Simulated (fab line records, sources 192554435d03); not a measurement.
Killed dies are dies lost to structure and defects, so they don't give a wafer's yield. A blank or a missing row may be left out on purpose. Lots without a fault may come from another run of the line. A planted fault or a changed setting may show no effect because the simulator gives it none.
Split-lot experiment | flow n5_finfet | 7 lots, 21 wafers read, on a route of 1938 steps

THE SPLIT
At N5_BEOL_M0_SAQP_PECVD_96 (deposits a-Si from SiH4/He, target thk 45 nm, time 45.2 s), the setting time_s was moved away from the recipe's 45.2 s on 8 of the 21 wafers read, by -14.9% to +11.3%. The other wafers ran this setting at the recipe's value.

FROM THE SPLIT TO THE READING: what the file shows between them, 6 steps
- N5_BEOL_M0_SAQP_ETCH_84: etches SOC in N2/H2, target depth 100 nm, overetch 20 nm, time 150 s (also split here: time_s)
- N5_BEOL_M0_SAQP_MANDREL_ETCH_20: etches a-Si in HBr/Cl2, stops on SiNx, target depth 60 nm, bt time 10 s, time 30 s (also split here: bias_w)
- N5_BEOL_M0_SAQP_STRIP_86: strips in N2/H2
- N5_BEOL_M0_SAQP_STRIP_115: strips in post etch residue remover, time 60 s
- N5_BEOL_M0_SAQP_ETCH_101: etches SiNx in CH3F/O2, target depth 29.9 nm, time 42.7 s
- N5_BEOL_M0_SAQP_ETCH_102: etches SiO2 in CF4, target depth 4 nm, time 4.4 s

THE READING
oes_product_au, in a.u., at N5_BEOL_M0_SAQP_MANDREL_ETCH_103 (etches a-Si in HBr/Cl2, stops on SiCN, target depth 45 nm, bt time 10 s, time 27 s). Fault-free wafers of this fab line usually give 0.685 a.u., standard deviation 0.0095 a.u..

wafer  | tool, chamber at the split | time_s as run, s | against the recipe | oes_product_au, a.u. | against lot-mates on the recipe
L079.3 | pecvd-04, 2                | 45.2             | recipe             | 0.689                | -
L079.5 | pecvd-04, 2                | 45.2             | recipe             | 0.701                | -
L079.6 | pecvd-04, 0                | 45.2             | recipe             | 0.694                | -
L084.1 | pecvd-01, 1                | 45.2             | recipe             | 0.679                | -
L084.2 | pecvd-01, 0                | 49.55            | +9.6%              | 0.719                | +0.040
L084.6 | pecvd-01, 2                | 49.55            | +9.6%              | 0.737                | +0.058
L085.2 | pecvd-04, 0,2              | 45.2             | recipe             | 0.676                | -
L085.5 | pecvd-04, 0,2              | 45.2             | recipe             | 0.682                | -
L085.6 | pecvd-04, 0                | 45.2             | recipe             | 0.695                | -
L091.1 | pecvd-01, 2                | 38.47            | -14.9%             | 0.623                | -0.057
L091.4 | pecvd-01, 2                | 38.47            | -14.9%             | 0.625                | -0.055
L091.5 | pecvd-01, 0                | 45.2             | recipe             | 0.680                | -
L092.3 | pecvd-04, 2                | 45.2             | recipe             | 0.674                | -
L092.4 | pecvd-04, 2                | 45.2             | recipe             | 0.680                | -
L092.5 | pecvd-04, 1                | 45.2             | recipe             | 0.692                | -
L096.2 | pecvd-01, 1                | 45.2             | recipe             | 0.669                | -
L096.3 | pecvd-01, 0                | 39.47            | -12.7%             | 0.646                | -0.032
L096.4 | pecvd-01, 1                | 45.2             | recipe             | 0.687                | -
L097.1 | pecvd-01, 1                | 50.3             | +11.3%             | 0.723                | no lot-mate on the recipe
L097.2 | pecvd-01, 2                | 50.3             | +11.3%             | 0.733                | no lot-mate on the recipe
L097.4 | pecvd-01, 0                | 50.3             | +11.3%             | 0.744                | no lot-mate on the recipe
Where a row lists several chambers, the file gives one row for several wafers and doesn't say which wafer went through which chamber.

THE FIT
A straight line over all 21 wafers: oes_product_au changes by +0.00407 a.u. for each +1% of time_s; r = +0.96; the points scatter about the line by 0.0093 a.u..
The same after taking each lot's own level away (the mean of its wafers on the recipe; 18 wafers): +0.00389 a.u. for each +1%; r = +0.95; scatter 0.0087 a.u..
On that fit, the largest move of time_s shifts the reading by 0.058 a.u..
The lots' own levels span 0.6780 to 0.6947 a.u., that is 1.8 times the standard deviation above.
So the lot-to-lot level changes the slope little: the two slopes agree.
Check: with one of the wafers moved furthest among these (-14.9%) left out of the fit, the line predicts -0.0549 a.u. for it against its lot-mates. It came out at -0.057 a.u. against them.

OTHER SPLITS ON THESE WAFERS
These wafers also went through other splits before the reading. Each is held against what the fit with the lots' levels taken away leaves over:
other split on the same wafers         | wafers away from the commonest value | r with oes_product_au (lot level and that fit taken away)
N5_MOL_CONTACT_COAG_VIA_ETCH_46 bias_w | 8                                    | -0.22
N5_BEOL_M0_SAQP_ILD_DEP_01 time_s      | 6                                    | +0.19
N5_BEOL_M0_SAQP_ETCH_84 time_s         | 9                                    | +0.16
N5_BEOL_M0_SAQP_MANDREL_ETCH_20 bias_w | 9                                    | +0.04

THE WHOLE CHAIN: every reading that the file lists as answering this split, in the file's order
step                             | what it does                                                                       | reading                                                                               | change (the file's fit)                   | r (the file's)
N5_BEOL_M0_SAQP_PECVD_96         | deposits a-Si from SiH4/He, target thk 45 nm, time 45.2 s                          | a-Si_of_BEOL_M0_SAQP_PECVD_96.thk_nm (the simulator's own value, which no gauge read) | +0.47 nm for each +1% of the setting      | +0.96
N5_BEOL_M0_SAQP_MANDREL_ETCH_103 | etches a-Si in HBr/Cl2, stops on SiCN, target depth 45 nm, bt time 10 s, time 27 s | oes_product_au                                                                        | +0.00363 a.u. for each +1% of the setting | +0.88
N5_BEOL_M0_SAQP_MANDREL_ETCH_103 | etches a-Si in HBr/Cl2, stops on SiCN, target depth 45 nm, bt time 10 s, time 27 s | etch.depth_nm (the simulator's own value, which no gauge read)                        | +0.472 nm for each +1% of the setting     | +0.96

THE FILE'S OWN FIT
oes_product_au changes by +0.00363 a.u. for each +1% of time_s, r = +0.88.
